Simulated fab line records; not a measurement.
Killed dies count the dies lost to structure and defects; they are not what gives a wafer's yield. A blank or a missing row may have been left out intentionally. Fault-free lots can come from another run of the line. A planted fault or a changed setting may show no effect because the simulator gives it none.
fab line records	flow n5Finfet
record: lots: 9	wafers: 27	lastDay: 18
route steps=1938 shown BEOL_M0_SAQP@689 BEOL_M0_CUTY@709 BEOL_M0@715 BEOL_M4@1111 PASSIVATION@1936
lots untouched by any fault: they come from a run of this same line in which no faults occurred
startH: the number of hours between the record's first day and the start of the first shown wafer of the lot	waitH: hours from the lot's prior step to this one	" unchanged from the row above	L1.1+2: one row covering several wafers at once	- either no value or no given start	* or withheld: withheld	< > ~ a bound
route shown NAME@n: NAME is a module with steps in the file, n the number in the route of the first one	usual: average and standard deviation across the fault-free wafers	same: alike in all rows	chamber/n: place in a boat	sites: each site's reading	_std_site: how widely they spread, as a standard deviation	_edge_site: outer sites' mean less inner sites'	radiusMm: for every site, how far away it sits from the centre of the wafer	mask NAME#n: copy n	behind: the tool/chamber that last shaped the wafer	hold: the reason the lot was held/the length of the hold in hours/how it ended	device: which transistor (n, p or np) failed to switch	end of line: the route-end tests of the same wafers	a step with no rows: only its recipe	killed: count of dies lost to structure and defects at first sort (not the wafer's yield)	map: a wafer's dies, marking killed ones x, the rest . and places with no die _
set.NAME: the run value of the setting; set.NAME@STEP: its run value at that earlier step	model.NAME: the simulator's own value behind a step, which no gauge read
the route's steps for a sample of lots (tables are steps, rows are wafers)
services: a tool's chamber out of use, with start hour (startH, from the record's first day; less than 0 if before it), hours out, and reason
== steps ==
step: N5_BEOL_M0_SAQP_CD_MEAS_40
recipe: targetCdNm: 30	landingEnergyEv: 500	detector: seInlens
usual: cdNm: 29.97/0.24
lot.wafer	tool	chamber	startH	waitH	cdNm
L528.1	cdSem-01	0	119.28	-	29.89
L528.3	"	0	"	"	29.88
L528.6	"	0	"	"	30.09
L533.1	cdSem-03	0	149.92	-	29.94
L533.3	"	0	"	"	29.64
L533.5	"	0	"	"	30.23
L534.1	cdSem-02	0	152.69	-	29.59
L534.2	"	0	"	"	29.96
L534.5	"	0	"	"	30.05
L535.1	cdSem-01	0	169.60	-	29.88
L535.5	"	0	"	"	30.42
L535.6	"	0	"	"	30.42
L539.1	cdSem-01	0	192.95	-	30.21
L539.2	"	0	"	"	29.94
L539.3	"	0	"	"	30.23
L542.2	cdSem-01	0	204.92	-	29.83
L542.3	"	0	"	"	29.91
L542.5	"	0	"	"	29.49
L543.3	cdSem-02	0	207.01	-	29.49
L543.4	"	0	"	"	29.53
L543.5	"	0	"	"	29.29
L549.3	cdSem-01	0	245.52	-	29.49
L549.4	"	0	"	"	29.88
L549.5	"	0	"	"	30.23
L550.2	cdSem-02	0	256.06	-	30.55
L550.3	"	0	"	"	30.07
L550.4	"	0	"	"	30.35
step: N5_BEOL_M0_SAQP_ETCH_88
recipe: chemistry: N2/H2	target: underlayer	targetDepthA: 65	timeS: 5.2	ionEnergyEv: 200	maskMaterial: CAR-EUV	pressureMtorr: 30	sourceW: 840	biasW: 150	n2FlowSccm: 200	h2FlowSccm: 200	ends: cleared
usual: drypumpMotorCurrentA: 5.9/0.58	etchRfOnTimeS: 5.18/0.063	oesProductAu: 0.65/0.076	rfFwdPowerW: 819.8/2.6	rfVppV: 524/3.2	showerheadPlenumPTorr: 2.55/0.1	throttleValvePct: 17.84/0.22
lot.wafer	tool	chamber	startH	waitH	drypumpMotorCurrentA	etchRfOnTimeS	oesProductAu	rfFwdPowerW	rfHoursCounterH	rfVppV	showerheadPlenumPTorr	throttleValvePct
L528.1	rieDiel-03	0	119.44	0.0	5.1	5.16	0.63	824.2	151	522	2.44	17.62
L528.3	"	3	"	"	6.4	5.28	0.59	817.7	249	518	2.39	17.90
L528.6	"	3	"	"	6.4	5.28	0.57	823.5	-	517	2.39	17.90
L533.1	rieDiel-04	3	150.08	0.0	6.8	5.15	0.59	819.4	202	520	2.42	17.64
L533.3	"	2	"	"	6.1	5.14	0.61	823.3	214	521	2.51	18.03
L533.5	"	2	"	"	6.1	5.19	0.61	820.9	-	524	2.51	18.01
L534.1	rieDiel-04	3	152.85	0.0	6.8	5.18	0.60	817.5	203	520	2.42	17.62
L534.2	"	0	"	"	5.4	5.17	0.66	817.3	150	527	2.65	18.06
L534.5	"	2	"	"	6.1	5.18	0.61	820.8	-	522	2.51	18.03
L535.1	rieDiel-01	1	169.81	0.0	4.7	5.11	0.84	819.7	2	524	2.61	17.77
L535.5	"	3	"	"	6.2	5.21	0.67	819.7	-	521	2.46	17.68
L535.6	"	0	"	"	5.9	5.18	0.80	813.3	-	527	2.71	17.50
L539.1	rieDiel-03	0	193.10	0.0	5.1	5.13	0.62	818.5	170	522	2.43	17.69
L539.2	"	2	"	"	5.5	5.15	0.63	819.7	189	527	2.52	18.09
L539.3	"	3	"	"	6.4	5.13	0.79	816.7	15	526	2.70	17.45
L542.2	rieDiel-03	2	205.07	0.0	5.5	5.21	0.63	817.9	194	524	2.52	18.11
L542.3	"	0	"	"	5.1	5.20	0.62	818.0	174	519	2.43	17.70
L542.5	"	3	"	"	6.5	5.15	0.76	817.5	-	530	2.70	17.48
L543.3	rieDiel-01	3	207.17	0.0	6.2	5.21	0.66	816.6	119	521	2.45	17.70
L543.4	"	2	"	"	6.5	5.05	0.84	822.8	-	523	2.50	17.83
L543.5	"	0	"	"	5.9	5.19	0.77	818.0	-	526	2.70	17.53
L549.3	rieDiel-04	1	245.70	0.0	5.4	4.99	0.78	820.1	27	526	2.58	17.66
L549.4	"	2	"	"	6.1	5.20	0.59	814.8	250	523	2.50	18.08
L549.5	"	1	"	"	5.4	4.99	0.78	821.2	-	526	2.58	17.68
L550.2	rieDiel-03	2	256.22	0.0	5.5	5.19	0.61	821.8	211	525	2.51	18.14
L550.3	"	3	"	"	6.4	5.19	0.75	823.2	36	527	2.69	17.49
L550.4	"	0	"	"	5.1	5.20	0.61	821.4	191	520	2.42	17.70
step: N5_BEOL_M0_CUTY_OVL_MEAS_58
recipe: pointsPerWafer: 44
usual: M0_ABLK_OVL: -0.4/0.64
lot.wafer	tool	chamber	startH	waitH	M0_ABLK_OVL[nm]
L528.1	overlay-01	0	121.57	0.0	-1.6
L528.3	"	0	"	"	-0.2
L528.6	"	0	"	"	-1.0
L533.1	overlay-02	0	151.25	0.0	0.4
L533.3	"	0	"	"	0.6
L533.5	"	0	"	"	0.3
L534.1	overlay-01	0	154.28	0.0	0.2
L534.2	"	0	"	"	0.5
L534.5	"	0	"	"	-0.2
L535.1	overlay-02	0	171.11	0.0	-1.0
L535.5	"	0	"	"	-0.2
L535.6	"	0	"	"	-1.0
L539.1	overlay-02	0	194.41	0.0	0.9
L539.2	"	0	"	"	0.2
L539.3	"	0	"	"	-0.4
L542.2	overlay-01	0	206.25	0.0	-0.3
L542.3	"	0	"	"	0.3
L542.5	"	0	"	"	-0.5
L543.3	overlay-01	0	208.46	0.0	-1.9
L543.4	"	0	"	"	-1.0
L543.5	"	0	"	"	-1.1
L549.3	overlay-02	0	247.94	0.0	-0.6
L549.4	"	0	"	"	-0.6
L549.5	"	0	"	"	-0.5
L550.2	overlay-01	0	257.52	0.0	-0.4
L550.3	"	0	"	"	-1.4
L550.4	"	0	"	"	-1.4
step: N5_BEOL_M0_ETCH_138
recipe: chemistry: CH3F/O2	targetDepthA: 120	target: SiCN	timeS: 31.6	ionEnergyEv: 120	pressureMtorr: 30	sourceW: 395	biasW: 75	Ar_flow_sccm: 150	CH3F_flow_sccm: 30	O2_flow_sccm: 20	ends: cleared
usual: drypumpMotorCurrentA: 5.8/0.49	etchRfOnTimeS: 29.3/0.69	oesProductAu: 0.67/0.082	rfFwdPowerW: 386.6/1.6	rfVppV: 297.9/1.7	showerheadPlenumPTorr: 2.03/0.074	throttleValvePct: 16.30/0.26
lot.wafer	tool	chamber	startH	waitH	drypumpMotorCurrentA	etchRfOnTimeS	oesProductAu	rfFwdPowerW	rfHoursCounterH	rfVppV	showerheadPlenumPTorr	throttleValvePct
L528.1	rieDiel-02	1	121.83	0.0	6.5	28.8	0.71	387.0	67	299.3	2.11	15.97
L528.3	"	0	"	"	6.4	28.7	0.65	387.6	153	297.6	2.00	16.10
L528.6	"	1	"	"	6.5	29.8	0.72	387.1	-	299.0	2.11	15.97
L533.1	rieDiel-02	3	152.04	0.0	5.8	29.3	0.58	384.8	223	297.5	1.97	16.40
L533.3	"	1	"	"	6.5	29.2	0.70	388.4	76	299.8	2.10	15.99
L533.5	"	0	"	"	6.4	29.9	0.65	385.3	-	297.6	1.99	16.13
L534.1	rieDiel-05	1	154.63	0.0	5.2	30.0	0.71	389.2	68	298.0	2.02	16.49
L534.2	"	3	"	"	4.9	30.6	0.60	387.9	187	299.5	2.07	16.38
L534.5	"	1	"	"	5.2	29.6	0.71	390.5	-	297.5	2.02	16.48
L535.1	rieDiel-02	3	171.38	0.0	5.7	29.5	0.58	385.0	231	297.2	1.97	16.43
L535.5	"	1	"	"	6.5	29.6	0.71	385.9	-	298.6	2.10	16.00
L535.6	"	0	"	"	6.3	30.9	0.64	385.9	-	296.8	1.99	16.13
L539.1	rieDiel-06	3	195.07	0.0	5.7	28.4	0.74	386.2	42	301.9	2.12	16.12
L539.2	"	0	"	"	5.8	29.3	0.57	385.1	239	297.5	1.96	16.70
L539.3	"	1	"	"	5.9	29.5	0.84	387.1	5	298.6	2.13	16.43
L542.2	rieDiel-02	2	206.70	0.0	5.9	29.1	0.62	386.7	202	298.9	2.06	16.27
L542.3	"	0	"	"	6.4	24.0	0.70	622.6	184	253.1	1.99	16.15
L542.5	"	2	"	"	5.9	29.1	0.62	387.7	-	299.3	2.06	16.26
L543.3	rieDiel-02	1	208.73	0.0	6.5	29.3	0.69	386.3	90	297.6	2.10	16.02
L543.4	"	0	"	"	6.4	25.7	0.70	624.1	185	253.4	1.99	16.16
L543.5	"	3	"	"	5.8	30.5	0.57	386.7	-	295.3	1.97	16.43
L549.3	rieDiel-06	3	248.52	0.0	5.7	28.4	0.72	385.9	62	300.6	2.11	16.19
L549.4	"	3	"	"	5.7	28.6	0.71	385.6	-	299.3	2.11	16.16
L549.5	"	2	"	"	5.1	29.2	0.59	386.7	-	295.8	1.90	16.70
L550.2	rieDiel-05	0	257.78	0.0	5.9	28.6	0.73	387.1	54	296.7	1.95	15.95
L550.3	"	2	"	"	5.5	29.0	0.73	385.8	39	299.6	2.12	16.14
L550.4	"	3	"	"	4.8	30.3	0.58	387.9	224	298.2	2.06	16.44
step: N5_BEOL_M4_RC_MEAS_101
usual: DIBL_N: 35.9/1.4	DIBL_P: 35.9/1.7	IOFF_N: 0.155/0.023	IOFF_P: 0.201/0.029	ION_N: 672/8.8	ION_P: 460/7	SS_N: 71.6/0.48	SS_P: 73.1/0.64	VT_N: 250.0/3	VT_P: -251.6/3
lot.wafer	tool	chamber	startH	waitH	DIBL_N[mV/V]	DIBL_P[mV/V]	IOFF_N[nA/um]	IOFF_P[nA/um]	ION_N[uA/um]	ION_P[uA/um]	SS_N[mV/dec]	SS_P[mV/dec]	VT_N[mV]	VT_P[mV]
L528.1	prober-02	0	172.95	0.0	34.9	33.6	0.130	0.184	652	452	71.9	72.2	256.1	-249.7
L528.3	"	0	"	"	34.1	33.5	0.120	0.181	660	455	71.0	72.6	254.3	-250.7
L528.6	"	0	"	"	35.3	35.0	0.145	0.213	664	463	71.7	72.7	251.9	-250.3
L533.1	prober-01	0	202.06	0.0	34.1	35.0	0.128	0.162	660	452	71.6	72.4	252.3	-254.1
L533.3	"	0	"	"	35.3	36.8	0.150	0.179	674	457	71.1	73.4	249.7	-254.3
L533.5	"	0	"	"	36.0	37.7	0.161	0.186	676	460	72.0	73.6	251.4	-253.0
L534.1	prober-02	0	216.75	0.0	33.8	33.6	0.126	0.147	669	453	70.9	72.7	251.1	-256.9
L534.2	"	0	"	"	35.1	34.5	0.141	0.155	669	443	71.8	72.7	251.5	-256.8
L534.5	"	0	"	"	34.4	34.1	0.131	0.148	665	448	70.8	72.1	252.5	-256.1
L535.1	prober-01	0	224.19	0.0	37.8	38.9	0.193	0.216	688	460	71.6	74.2	244.7	-251.0
L535.5	"	0	"	"	38.1	38.7	0.199	0.217	687	466	71.6	74.5	247.1	-250.6
L535.6	"	0	"	"	36.6	35.8	0.166	0.174	660	446	71.7	72.2	249.3	-253.7
L539.1	prober-02	0	245.48	0.0	36.2	34.6	0.138	0.180	671	461	70.9	72.2	249.2	-253.5
L539.2	"	0	"	"	35.2	33.5	0.123	0.166	666	453	70.5	72.1	253.1	-256.0
L539.3	"	0	"	"	37.1	35.2	0.146	0.188	672	462	71.4	72.7	251.4	-252.9
L543.3	prober-01	0	269.49	0.3	38.6	36.4	0.165	0.210	677	464	71.7	73.7	249.1	-251.6
L543.4	"	0	"	"	39.0	37.3	0.177	0.217	675	457	71.8	74.6	250.3	-251.7
L543.5	"	0	"	"	37.4	35.3	0.144	0.196	675	458	71.4	73.4	247.9	-251.1
L542.2	prober-02	0	274.49	0.2	35.5	36.6	0.145	0.221	674	471	71.6	73.2	250.0	-247.2
L542.3	"	0	"	"	36.6	37.4	0.164	0.237	683	474	72.0	73.5	247.9	-245.8
L542.5	"	0	"	"	37.5	38.9	0.188	0.267	684	476	71.8	73.9	245.9	-244.8
L549.3	prober-01	0	306.07	0.6	35.9	35.7	0.155	0.183	679	461	71.4	72.8	248.4	-253.1
L549.4	"	0	"	"	37.2	35.9	0.157	0.196	670	454	71.7	73.5	250.7	-252.3
L549.5	"	0	"	"	34.9	34.2	0.132	0.171	666	451	70.5	73.4	252.3	-254.2
L550.2	prober-02	0	311.64	0.2	35.6	34.0	0.141	0.186	649	448	71.7	72.6	255.4	-253.7
L550.3	"	0	"	"	34.9	34.2	0.131	0.198	668	462	71.1	73.4	250.9	-251.9
L550.4	"	0	"	"	33.5	32.8	0.113	0.168	654	454	71.0	72.6	256.9	-252.6
step: N5_PASSIVATION_PROBE_49
usual: defectLimitedYield: 91.7/1.5	killed_at_M0_to_M3: 30/8.6	killed_at_M4_up: 12/4.5	killedAtContacts: 13/5.8	killedAtFrontEnd: 38/11	killedAtOther: 4/3	killedDies: 97/17	killedOpen: 63/12	killedShort: 32/8.8	sort_bin_5_function: 4.8/0.91	sort_bin_6_memory: 3.1/0.68	sortNPass: 1083/17	sortYieldPct: 91.7/1.5
same: grossDies: 1180	killedAtBackSide: 0	sort_bin_4_leakage[%]: 0	sort_bin_8_speed[%]: 0
lot.wafer	tool	chamber	startH	waitH	defectLimitedYield[%]	killed_at_M0_to_M3	killed_at_M4_up	killedAtContacts	killedAtFrontEnd	killedAtOther	killedDies	killedOpen	killedShort	sort_bin_5_function[%]	sort_bin_6_memory[%]	sortNPass	sortYieldPct[%]
L528.1	prober-02	-	292.78	0.0	92.7	33	8	21	20	4	86	57	29	4.2	2.8	1094	92.7
L528.3	prober-02	-	292.88	0.1	92.7	35	4	14	25	8	86	64	21	4.5	2.7	1094	92.7
L528.6	prober-02	-	293.03	0.3	91.8	41	12	18	17	9	97	63	32	4.1	3.7	1083	91.8
L533.1	prober-02	-	310.06	0.0	92.7	9	5	30	39	3	86	58	27	4.7	2.4	1094	92.7
L533.3	prober-02	-	310.16	0.1	92.5	25	3	17	43	0	88	57	29	4.7	2.5	1092	92.5
L533.5	prober-02	-	310.26	0.2	93.6	17	7	12	40	0	76	37	37	3.7	2.2	1104	93.6
L534.1	prober-01	-	318.37	0.0	91.2	33	12	11	45	3	104	70	32	5.3	3.2	1076	91.2
L534.2	prober-01	-	318.42	0.1	94.1	24	9	7	29	1	70	40	29	3.4	2.3	1110	94.1
L534.5	prober-01	-	318.57	0.2	91.9	33	13	7	39	3	95	49	43	4.4	3.2	1085	91.9
L535.1	prober-02	-	325.48	0.0	91.9	27	8	15	43	2	95	60	34	4.7	3.2	1085	91.9
L535.5	prober-02	-	325.68	0.2	92.8	21	21	13	30	0	85	54	26	4.5	2.3	1095	92.8
L535.6	prober-02	-	325.73	0.3	92.5	34	5	20	28	1	88	60	25	5.0	2.3	1092	92.5
L539.1	prober-02	-	349.39	0.0	90.9	34	11	9	41	12	107	73	32	4.3	4.2	1073	90.9
L539.2	prober-02	-	349.44	0.1	91.9	31	10	9	43	3	96	51	41	5.3	2.5	1084	91.9
L539.3	prober-02	-	349.49	0.1	89.6	35	24	15	48	1	123	80	42	6.0	3.8	1057	89.6
L543.3	prober-01	-	373.49	0.1	92.4	18	11	15	43	3	90	63	27	4.7	2.6	1090	92.4
L543.4	prober-01	-	373.54	0.2	93.6	22	18	8	25	3	76	63	13	3.8	2.6	1104	93.6
L543.5	prober-01	-	373.59	0.2	93.2	19	21	13	23	4	80	53	27	3.6	3.1	1100	93.2
L542.2	prober-01	-	378.05	0.1	90.7	36	7	20	42	5	110	74	33	5.3	3.6	1070	90.7
L542.3	prober-01	-	378.10	0.1	92.2	42	7	12	25	6	92	52	40	3.8	3.6	1088	92.2
L542.5	prober-01	-	378.20	0.2	90.4	24	21	19	41	8	113	73	37	6.2	3.1	1067	90.4
L549.3	prober-01	-	415.91	0.1	92.4	35	9	15	26	5	90	56	32	4.2	3.0	1090	92.4
L549.4	prober-01	-	415.96	0.2	93.0	37	8	8	25	5	83	58	22	4.3	2.3	1097	93.0
L549.5	prober-01	-	416.01	0.2	91.5	44	13	19	24	0	100	65	34	5.1	3.1	1080	91.5
L550.2	prober-02	-	421.86	0.1	92.8	31	9	11	32	2	85	52	29	4.4	2.4	1095	92.8
L550.3	prober-02	-	421.91	0.1	92.0	22	14	20	38	0	94	72	20	4.9	3.1	1086	92.0
L550.4	prober-02	-	421.96	0.2	91.3	32	13	17	41	0	103	67	30	4.3	4.2	1077	91.3
killed by level:class
L528.1 MOL_CONTACT_COAG:geometricParticle:open=16 BEOL_M3:geometricParticle:open=9 FIN_SAQP:geometricParticle:short=7 BEOL_M1:geometricParticle:open=7 MOL_CONTACT_COAG:geometricParticle:short=5 BEOL_M0:geometricParticle:open=5 BEOL_M4:geometricParticle:open=4 STI_FIN_REVEAL:geometricParticle:open=3
L528.3 MOL_CONTACT_COAG:geometricParticle:open=13 FIN_SAQP:geometricParticle:open=9 BEOL_M0_SAQP:geometricParticle:open=9 BEOL_M3:geometricParticle:open=8 DUMMY_GATE:geometricParticle:open=5 BEOL_M0_SAQP:geometricParticle:short=5 BEOL_M0:geometricParticle:open=5 BEOL_M2:geometricParticle:open=5
L528.6 MOL_CONTACT_COAG:geometricParticle:open=15 BEOL_M2:geometricParticle:open=11 BEOL_M0_SAQP:geometricParticle:open=8 BEOL_M0_SAQP:geometricParticle:short=7 BEOL_M4:geometricParticle:open=5 BEOL_M2:geometricParticle:short=4 BEOL_M3:geometricParticle:open=4 PASS1_CAP:geometricParticle:short=4
L533.1 MOL_CONTACT_COAG:geometricParticle:open=23 FIN_SAQP:geometricParticle:short=8 MOL_CONTACT_COAG:geometricParticle:short=7 STI_FIN_REVEAL:geometricParticle:open=6 GATE_CUT:geometricParticle:open=5 GATE_CUT:geometricParticle:short=5 FIN_SAQP:geometricParticle:open=3 DUMMY_GATE:geometricParticle:open=3
L533.3 MOL_CONTACT_COAG:geometricParticle:open=12 BEOL_M0_SAQP:geometricParticle:open=11 STI_FIN_REVEAL:geometricParticle:open=7 FIN_SAQP:geometricParticle:short=6 MOL_CONTACT_COAG:geometricParticle:short=5 BEOL_M0_SAQP:geometricParticle:short=5 ILD0:geometricParticle:open=4 GATE_CUT:geometricParticle:short=4
L533.5 FIN_SAQP:geometricParticle:short=14 MOL_CONTACT_COAG:geometricParticle:open=10 GATE_CUT:geometricParticle:short=8 BEOL_M1:geometricParticle:open=5 GATE_CUT:geometricParticle:open=3 BEOL_M0_SAQP:geometricParticle:short=3 BEOL_M0_SAQP:geometricParticle:open=3 STARTING-WAFER:geometricParticle:short=3
L534.1 STI_FIN_REVEAL:geometricParticle:open=15 FIN_SAQP:geometricParticle:short=10 MOL_CONTACT_COAG:geometricParticle:open=10 BEOL_M1:geometricParticle:open=9 FIN_SAQP:geometricParticle:open=8 BEOL_M3:geometricParticle:open=6 BEOL_M0_SAQP:geometricParticle:open=5 BEOL_M3:geometricParticle:short=5
L534.2 FIN_SAQP:geometricParticle:short=13 BEOL_M3:geometricParticle:open=6 MOL_CONTACT_COAG:geometricParticle:open=6 STI_FIN_REVEAL:geometricParticle:open=5 BEOL_M1:geometricParticle:open=5 BEOL_M2:geometricParticle:open=5 FIN_SAQP:geometricParticle:open=4 BEOL_M1:geometricParticle:short=3
L534.5 FIN_SAQP:geometricParticle:short=13 BEOL_M0_SAQP:geometricParticle:short=9 BEOL_M0_SAQP:geometricParticle:open=8 FIN_SAQP:geometricParticle:open=6 STI_FIN_REVEAL:geometricParticle:open=6 BEOL_M1:geometricParticle:open=6 MOL_CONTACT_COAG:geometricParticle:open=5 BEOL_M2:geometricParticle:open=5
L535.1 MOL_CONTACT_COAG:geometricParticle:open=13 FIN_SAQP:geometricParticle:short=10 GATE_CUT:geometricParticle:open=8 BEOL_M3:geometricParticle:open=8 GATE_CUT:geometricParticle:short=7 DUMMY_GATE:geometricParticle:open=6 BEOL_M0_SAQP:geometricParticle:short=6 BEOL_M0:geometricParticle:open=4
L535.5 MOL_CONTACT_COAG:geometricParticle:open=11 GATE_CUT:geometricParticle:short=7 BEOL_M0_SAQP:geometricParticle:open=7 BEOL_M3:geometricParticle:open=5 BEOL_M8:geometricParticle:open=5 BEOL_M0_SAQP:geometricParticle:short=4 BEOL_M7:geometricParticle:open=4 FIN_SAQP:geometricParticle:short=3
L535.6 MOL_CONTACT_COAG:geometricParticle:open=16 BEOL_M3:geometricParticle:open=10 DUMMY_GATE:geometricParticle:open=6 BEOL_M0_SAQP:geometricParticle:open=6 BEOL_M0_SAQP:geometricParticle:short=5 STI_FIN_REVEAL:geometricParticle:open=4 MOL_CONTACT_COAG:geometricParticle:short=4 BEOL_M1:geometricParticle:open=4
L539.1 BEOL_M0_SAQP:geometricParticle:open=9 FIN_SAQP:geometricParticle:short=8 DUMMY_GATE:geometricParticle:open=8 MOL_CONTACT_COAG:geometricParticle:open=8 BEOL_M0_SAQP:geometricParticle:short=8 PAD_METAL:geometricParticle:open=7 BEOL_M1:geometricParticle:open=6 FIN_SAQP:geometricParticle:open=5
L539.2 BEOL_M3:geometricParticle:short=10 GATE_CUT:geometricParticle:short=8 STI_FIN_REVEAL:geometricParticle:open=7 MOL_CONTACT_COAG:geometricParticle:open=7 STARTING-WAFER:geometricParticle:short=7 BEOL_M2:geometricParticle:open=6 BEOL_M3:geometricParticle:open=6 BEOL_M0_SAQP:geometricParticle:open=5
L539.3 BEOL_M1:geometricParticle:open=14 MOL_CONTACT_COAG:geometricParticle:open=11 BEOL_M4:geometricParticle:open=10 FIN_SAQP:geometricParticle:short=9 DUMMY_GATE:geometricParticle:open=8 GATE_CUT:geometricParticle:short=7 BEOL_M0_SAQP:geometricParticle:open=7 GATE_CUT:geometricParticle:open=6
L543.3 MOL_CONTACT_COAG:geometricParticle:open=13 FIN_SAQP:geometricParticle:open=11 FIN_SAQP:geometricParticle:short=9 STARTING-WAFER:geometricParticle:open=5 STI_FIN_REVEAL:geometricParticle:open=4 DUMMY_GATE:geometricParticle:open=4 BEOL_M4:geometricParticle:open=4 ILD0:geometricParticle:short=3
L543.4 STI_FIN_REVEAL:geometricParticle:open=15 BEOL_M3:geometricParticle:open=7 MOL_CONTACT_COAG:geometricParticle:open=6 FIN_SAQP:geometricParticle:open=5 BEOL_M1:geometricParticle:open=5 BEOL_M4:geometricParticle:open=5 BEOL_M8:geometricParticle:open=5 BEOL_M0_SAQP:geometricParticle:short=4
L543.5 BEOL_M4:geometricParticle:open=12 MOL_CONTACT_COAG:geometricParticle:open=10 STI_FIN_REVEAL:geometricParticle:open=6 BEOL_M0_SAQP:geometricParticle:short=6 FIN_SAQP:geometricParticle:open=4 BEOL_M1:geometricParticle:open=4 FIN_SAQP:geometricParticle:short=3 MOL_CONTACT_COAG:geometricParticle:short=3
L542.2 MOL_CONTACT_COAG:geometricParticle:open=17 STI_FIN_REVEAL:geometricParticle:open=17 BEOL_M1:geometricParticle:open=7 DUMMY_GATE:geometricParticle:open=6 FIN_SAQP:geometricParticle:short=5 BEOL_M0_SAQP:geometricParticle:short=5 BEOL_M3:geometricParticle:open=5 BEOL_M3:geometricParticle:short=4
L542.3 BEOL_M0_SAQP:geometricParticle:open=12 MOL_CONTACT_COAG:geometricParticle:open=11 BEOL_M0_SAQP:geometricParticle:short=9 FIN_SAQP:geometricParticle:short=6 BEOL_M2:geometricParticle:open=6 DUMMY_GATE:geometricParticle:open=4 BEOL_M1:geometricParticle:open=4 STARTING-WAFER:geometricParticle:short=4
L542.5 MOL_CONTACT_COAG:geometricParticle:open=15 BEOL_M4:geometricParticle:open=7 STI_FIN_REVEAL:geometricParticle:open=6 DUMMY_GATE:geometricParticle:short=6 BEOL_M0_SAQP:geometricParticle:short=6 STARTING-WAFER:geometricParticle:open=6 FIN_SAQP:geometricParticle:short=5 FIN_SAQP:geometricParticle:open=5
L549.3 MOL_CONTACT_COAG:geometricParticle:open=14 BEOL_M3:geometricParticle:open=12 FIN_SAQP:geometricParticle:short=7 BEOL_M1:geometricParticle:open=6 BEOL_M0_SAQP:geometricParticle:open=6 BEOL_M3:geometricParticle:short=5 BEOL_M4:geometricParticle:open=4 GATE_CUT:geometricParticle:short=3
L549.4 BEOL_M3:geometricParticle:open=11 STI_FIN_REVEAL:geometricParticle:open=8 BEOL_M1:geometricParticle:open=7 BEOL_M0_SAQP:geometricParticle:open=6 MOL_CONTACT_COAG:geometricParticle:open=5 BEOL_M0_SAQP:geometricParticle:short=4 DUMMY_GATE:geometricParticle:open=3 GATE_CUT:geometricParticle:open=3
L549.5 MOL_CONTACT_COAG:geometricParticle:open=14 BEOL_M1:geometricParticle:open=12 BEOL_M2:geometricParticle:open=11 FIN_SAQP:geometricParticle:short=8 BEOL_M0_SAQP:geometricParticle:open=8 BEOL_M4:geometricParticle:open=6 BEOL_M0_SAQP:geometricParticle:short=5 STARTING-WAFER:geometricParticle:open=5
L550.2 BEOL_M0_SAQP:geometricParticle:short=11 BEOL_M2:geometricParticle:open=8 MOL_CONTACT_COAG:geometricParticle:open=7 STI_FIN_REVEAL:geometricParticle:open=5 BEOL_M0_SAQP:geometricParticle:open=5 MOL_CONTACT_COAG:geometricParticle:short=4 GATE_CUT:geometricParticle:open=4 BEOL_M4:geometricParticle:open=4
L550.3 MOL_CONTACT_COAG:geometricParticle:open=17 STI_FIN_REVEAL:geometricParticle:open=13 DUMMY_GATE:geometricParticle:open=12 BEOL_M0_SAQP:geometricParticle:short=7 BEOL_M1:geometricParticle:open=6 BEOL_M0_SAQP:geometricParticle:open=5 BEOL_M4:geometricParticle:open=4 FIN_SAQP:geometricParticle:short=3
L550.4 MOL_CONTACT_COAG:geometricParticle:open=14 STI_FIN_REVEAL:geometricParticle:open=8 FIN_SAQP:geometricParticle:short=7 BEOL_M0_SAQP:geometricParticle:short=7 FIN_SAQP:geometricParticle:open=6 BEOL_M1:geometricParticle:open=6 BEOL_M3:geometricParticle:open=5 BEOL_M0_SAQP:geometricParticle:open=4
== services ==
tool	chamber	startH	hours	kind
rieDiel-06	1	99.50	6.9	repair
rieDiel-03	3	122.82	-	clean
rieDiel-03	3	122.82	-	consumableReplace:focusRing
rieDiel-03	3	122.82	-	consumableReplace:showerhead
rieDiel-03	3	122.82	24.2	scheduledDown
rieDiel-03	3	122.82	24.2	ventCycle
rieDiel-03	-	123.29	14.6	pm
rieDiel-04	2	124.85	24.6	repair
rieDiel-04	1	149.68	-	clean
rieDiel-04	1	149.68	-	consumableReplace:focusRing
rieDiel-04	0	161.53	6.6	repair
rieDiel-03	1	175.27	12.3	repair
rieDiel-04	3	193.45	8.9	repair
rieDiel-06	0	200.31	15.8	repair
rieDiel-04	-	211.67	2.8	pm
rieDiel-01	-	217.33	9.7	repair
rieDiel-04	-	217.33	2.1	repair
rieDiel-02	3	221.54	-	clean
rieDiel-02	3	221.54	-	consumableReplace:focusRing
rieDiel-01	-	229.97	2.8	pm
rieDiel-04	1	239.23	6.4	repair
rieDiel-04	2	247.20	-	clean
rieDiel-04	2	247.20	-	consumableReplace:focusRing
rieDiel-04	2	247.20	17.3	scheduledDown
== key ==
firstSign: step: N5_BEOL_M0_ETCH_138	reading: rfFwdPowerW	direction: up	sigmas: 99+	usual: *	struck: *
effect: step: N5_BEOL_M0_ETCH_138	reading: rfVppV	direction: down	sigmas: 27	usual: 297.9	struck: 253.2
metAt N5_BEOL_M0_ETCH_138
struckLots L542,L543
struckWafers L542.3,L543.4
notActingAt N5_BEOL_M0_SAQP_CD_MEAS_40,N5_BEOL_M0_SAQP_ETCH_88,N5_BEOL_M0_CUTY_OVL_MEAS_58
onsetBetween 171.38 206.70
fault: kind: processParameterDrift	tool: rieDiel-02	chamber: 0	onsetH: 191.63	steps: N5_BEOL_M0_ETCH_138	channel: sourceW	offset: 237	shape: step	endH: 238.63	actsIn: theseRecipesOnly	stated: 395
